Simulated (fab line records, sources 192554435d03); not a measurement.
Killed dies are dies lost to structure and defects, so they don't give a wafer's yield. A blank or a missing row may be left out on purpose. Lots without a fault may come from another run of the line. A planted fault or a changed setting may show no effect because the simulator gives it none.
Which tool did it? | flow n5_finfet | 13 lots, 35 wafers sampled, at 3 steps of a route of 1938

WHAT THE GAUGES READ, wafer by wafer
N5_DUMMY_GATE_OVL_MEAS_16. Usual: GATE_OVL -0.7 nm, standard deviation 0.66.
lot  | measured    | on         | GATE_OVL (nm)  | flag
L743 | day 3 00:09 | overlay-01 | 0.5 -0.6 0.0   |
L745 | day 3 11:08 | overlay-02 | -0.7 -0.8 -0.5 |
L747 | day 3 22:35 | overlay-02 | -0.2 -1.2      |
L748 | day 4 04:16 | overlay-02 | 0.9 0.5        |
L750 | day 4 19:44 | overlay-02 | -1.7 -1.0      |
L752 | day 5 06:24 | overlay-02 | -0.4 -1.2 -0.8 |
L753 | day 5 14:15 | overlay-02 | 0.2 -1.3 -0.9  |
L754 | day 5 16:19 | overlay-02 | -1.5 -1.2 -0.9 |
L755 | day 5 22:02 | overlay-01 | -2.0 -0.4      |
L757 | day 6 09:54 | overlay-02 | -0.3 -0.4 -1.2 |
L758 | day 6 15:31 | overlay-02 | -0.4 -0.7 -0.9 |
L763 | day 7 22:09 | overlay-02 | 0.3 -0.8 -0.2  |
L766 | day 8 18:55 | overlay-02 | -1.7 -0.6 -1.1 |

WHICH TOOL RAN EACH LOT (tool, then ch and the chambers of the sampled wafers, then the start)
lot  | N5_STI_FIN_REVEAL_RECESS_09       | N5_DUMMY_GATE_COAT_28
L743 | vapor_etch-01 ch 0,1, day 2 10:02 | litho_track-05 ch 0, day 2 23:50
L745 | vapor_etch-01 ch 0,1, day 2 23:33 | litho_track-05 ch 0, day 3 10:43
L747 | vapor_etch-01 ch 0,1, day 3 11:05 | litho_track-04 ch 0, day 3 22:09
L748 | vapor_etch-01 ch 1, day 3 16:46   | litho_track-04 ch 0, day 4 03:50
L750 | vapor_etch-02 ch 1, day 4 07:30   | litho_track-05 ch 0, day 4 19:17
L752 | vapor_etch-02 ch 0,1, day 4 18:13 | litho_track-03 ch 0, day 5 06:06
L753 | vapor_etch-02 ch 0,1, day 4 23:58 | litho_track-04 ch 0, day 5 13:49
L754 | vapor_etch-02 ch 0,1, day 5 05:23 | litho_track-03 ch 0, day 5 15:53
L755 | vapor_etch-02 ch 0,1, day 5 10:10 | litho_track-05 ch 0, day 5 21:44
L757 | vapor_etch-02 ch 0,1, day 5 22:35 | litho_track-03 ch 0, day 6 09:36
L758 | vapor_etch-02 ch 0,1, day 6 04:11 | litho_track-05 ch 0, day 6 15:13
L763 | vapor_etch-01 ch 0,1, day 7 09:57 | litho_track-03 ch 0, day 7 21:41
L766 | vapor_etch-02 ch 0, day 8 07:01   | litho_track-03 ch 0, day 8 18:29
- N5_STI_FIN_REVEAL_RECESS_09: chemistry HF/NH3, target SiO2, afs cycles 11, target depth 42.5 nm, sublimation time 60 s.
- N5_DUMMY_GATE_COAT_28: time 60 s, resist thk 10 nm.

WHAT THE TOOLS THEMSELVES READ (means of the sampled wafers that have a number; where no wafer has one, the mark that the record gives instead)
N5_STI_FIN_REVEAL_RECESS_09. Usual: drypump_motor_current_A 5.6 A, standard deviation 0.33.
lot  | tool          | drypump_motor_current_A (A) | flag
L743 | vapor_etch-01 | 5.7                         |
L745 | vapor_etch-01 | 5.7                         |
L747 | vapor_etch-01 | 5.8                         |
L748 | vapor_etch-01 | 6.0                         |
L750 | vapor_etch-02 | 5.1                         |
L752 | vapor_etch-02 | 5.5                         |
L753 | vapor_etch-02 | 5.3                         |
L754 | vapor_etch-02 | 5.5                         |
L755 | vapor_etch-02 | 5.4                         |
L757 | vapor_etch-02 | 5.5                         |
L758 | vapor_etch-02 | 5.3                         |
L763 | vapor_etch-01 | 5.9                         |
L766 | vapor_etch-02 | 5.7                         |

N5_DUMMY_GATE_COAT_28. Usual: spin_speed_rpm 1500.1 rpm, standard deviation 0.87.
lot  | tool           | spin_speed_rpm (rpm) | flag
L743 | litho_track-05 | 1499.7               |
L745 | litho_track-05 | 1500.4               |
L747 | litho_track-04 | 1498.5               |
L748 | litho_track-04 | 1500.2               |
L750 | litho_track-05 | 1500.3               |
L752 | litho_track-03 | 1499.9               |
L753 | litho_track-04 | 1499.4               |
L754 | litho_track-03 | 1500.3               |
L755 | litho_track-05 | 1500.0               |
L757 | litho_track-03 | 1501.2               |
L758 | litho_track-05 | 1500.6               |
L763 | litho_track-03 | 1301.9               | OFF
L766 | litho_track-03 | 1301.5               | OFF

THE ANSWER, worked out from the rows above alone
Rule: a lot is off if the mean of its wafers that have a number lies more than 3 standard deviations from the usual mean. A lot without any number at a reading at which 4 lots or more have one is off too. The other lots that the step has rows for count as sound. The gauges are gone through in route order, then the tools' own readings, and for those a lot's mean is taken as printed above. The first step at which some lot is off is used, and at that step the reading that is off furthest; a lot without a number counts as furthest.
Off: L763, L766, at N5_DUMMY_GATE_COAT_28 (spin_speed_rpm).
A tool fits if, at that step or a process step before it, it ran every lot that is off, and no sound lot after the first of them. One fits: litho_track-03 at N5_DUMMY_GATE_COAT_28. Its last sound lot is L757 (day 6 09:36), its first lot that is off L763 (day 7 21:41): a fault that began between those two fits.
The tool's own readings at N5_DUMMY_GATE_COAT_28 bear it out: on the lots that are off they differ by more than 5 times the standard deviation of the sound lots' means. spin_speed_rpm reads 1301.7 rpm there against 1500.0 rpm on the sound lots.

WHAT THE SIMULATOR HAD PUT IN
Process parameter drift: litho_track-03, from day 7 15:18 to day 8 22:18, at N5_DUMMY_GATE_COAT_28. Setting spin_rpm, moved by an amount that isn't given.
Lots struck among those shown: L763, L766. The rule above found the same.
